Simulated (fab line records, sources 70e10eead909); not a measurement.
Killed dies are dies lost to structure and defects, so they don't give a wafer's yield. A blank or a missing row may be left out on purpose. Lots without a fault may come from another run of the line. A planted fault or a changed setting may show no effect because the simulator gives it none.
A struck lot beside a sound one | flow nand_harc | 15 steps out of a route of 1159
Sound: wafers L643.2, L643.4, L643.6. Struck: wafers L655.3, L655.5, L655.6. The cause comes at the end.
At each step with rows: each side's tool, then ch and its chambers, then its first start. Under that, the readings that differ: sound wafers | struck wafers | difference of the means | sigmas: that difference in standard deviations of wafers without a fault.
alike: readings whose means differ by less than 2 such deviations, and words and numbers that are the same on both sides. not compared: withheld readings, readings that some wafer has no value for, bounds like >300 that may hide the same value, and numbers for which the record gives no deviation and whose values overlap.
The two part at a step that has a row with sigmas, a row that says differs or no value, or rows on one side only. Numbers that don't overlap but have no deviation are shown without sigmas and don't part them. A reading that every wafer of one side lacks parts them only if that side has two wafers or more.

NHARC_A_CONTACT_CD_MEAS_69: target cd 200 nm.
  sound on cd_sem-02 ch 0, day 17 04:51; struck on cd_sem-03 ch 0, day 20 12:35
  alike: cd_nm
NHARC_A_CONTACT_OVL_MEAS_70:
  sound on overlay-02, day 17 04:56; struck on overlay-01, day 20 12:40
  alike: overlay_x_nm, overlay_y_nm
NHARC_A_CONTACT_INSPECT_71:
  sound on defect_inspect-01, day 17 04:59; struck on defect_inspect-02, day 20 12:43
  alike: raw_defect_count
NHARC_A_CONTACT_DESCUM_74: chemistry O2, time 3 s.
  sound on rie_diel-13 ch 0,1,2, day 17 05:03; struck on rie_diel-13 ch 0,1, day 20 12:47
  alike: drypump_motor_current_A, oes_product_au, rf_vpp_V, showerhead_plenum_p_Torr, throttle_valve_pct
  not compared: rf_hours_counter_h
NHARC_A_CONTACT_ETCH_75: etches the open film in CF4, target depth 39 nm, time 65 s.
  sound on rie_diel-13 ch 0,1,3, day 17 05:08; struck on rie_diel-13 ch 2,3, day 20 12:52
  alike: bias_w, cf4_flow_sccm, drypump_motor_current_A, oes_product_au, rf_vpp_V, showerhead_plenum_p_Torr, throttle_valve_pct
  not compared: rf_hours_counter_h
NHARC_A_CONTACT_ETCH_76: etches the open film in N2/H2, target depth 260 nm, time 475.3 s.
  sound on rie_diel-13 ch 0,1; struck on rie_diel-13 ch 2,3
  alike: bias_w, chamber_pressure_mTorr, drypump_motor_current_A, oes_product_au, rf_vpp_V, showerhead_plenum_p_Torr, throttle_valve_pct
  not compared: rf_hours_counter_h
NHARC_A_CONTACT_ETCH_77: etches the open film in CF4/CHF3, target depth 72.6 nm, time 36.3 s.
  sound on rie_diel-13 ch 1,2,3; struck on rie_diel-13 ch 0,3
  alike: bias_w, cf4_flow_sccm, drypump_motor_current_A, oes_product_au, rf_vpp_V, showerhead_plenum_p_Torr, throttle_valve_pct
  not compared: rf_hours_counter_h
then, 1 step without rows for these wafers: NHARC_A_CONTACT_ETCH_78 (etches the open film in O2/COS, target depth 2800 nm, time 728 s).
NHARC_A_CONTACT_ETCH_124: etches the open film in C4F8/O2/Ar, time 140 s, target depth 700 nm.
  sound on har_cap_etch-02 ch 0,1, day 17 06:12; struck on har_cap_etch-01 ch 0,1, day 20 13:58
  alike: chamber_pressure_mTorr, oes_air_line_au
  not compared: rf_hours_counter_h
then, 3 steps without rows for these wafers: NHARC_A_CONTACT_ETCH_125 (etches the open film in C4F8/O2/Ar, time 155 s, target depth 956 nm); NHARC_A_CONTACT_ETCH_126 (etches the open film in C4F8/O2/Ar, time 155 s, target depth 956 nm); NHARC_A_CONTACT_ETCH_127 (etches the open film in C4F8/O2/Ar, time 155 s, target depth 956 nm).
NHARC_A_CONTACT_ETCH_128: etches the open film in C4F8/O2/Ar, time 155 s, target depth 956 nm.
  sound on har_cap_etch-02 ch 0,1, day 17 06:49; struck on har_cap_etch-01 ch 0,1, day 20 14:34
  no value came back on the struck wafers for chamber_pressure_mTorr (mTorr), oes_air_line_au (a.u.); on the sound wafers chamber_pressure_mTorr (mTorr) reads 19.970 20.000 19.985
  not compared: rf_hours_counter_h
then, 1 step without rows for these wafers: NHARC_A_CONTACT_ETCH_129 (etches the open film in C4F8/O2/Ar, time 155 s, target depth 956 nm).
-- the record jumps here: 3 days lie between the struck wafers' starts before and after (it left off in module A_CONTACT and takes up again in module END, whose first step shown is number 1159 of the route) --
NHARC_END_SORT_01:
  the record has rows for the struck wafers here (prober-02 ch 0, day 23 23:07) and none for the sound ones

WHERE THEY PART
First at NHARC_A_CONTACT_ETCH_128; last, within this record, at NHARC_END_SORT_01.

WHY: what the simulator had put in
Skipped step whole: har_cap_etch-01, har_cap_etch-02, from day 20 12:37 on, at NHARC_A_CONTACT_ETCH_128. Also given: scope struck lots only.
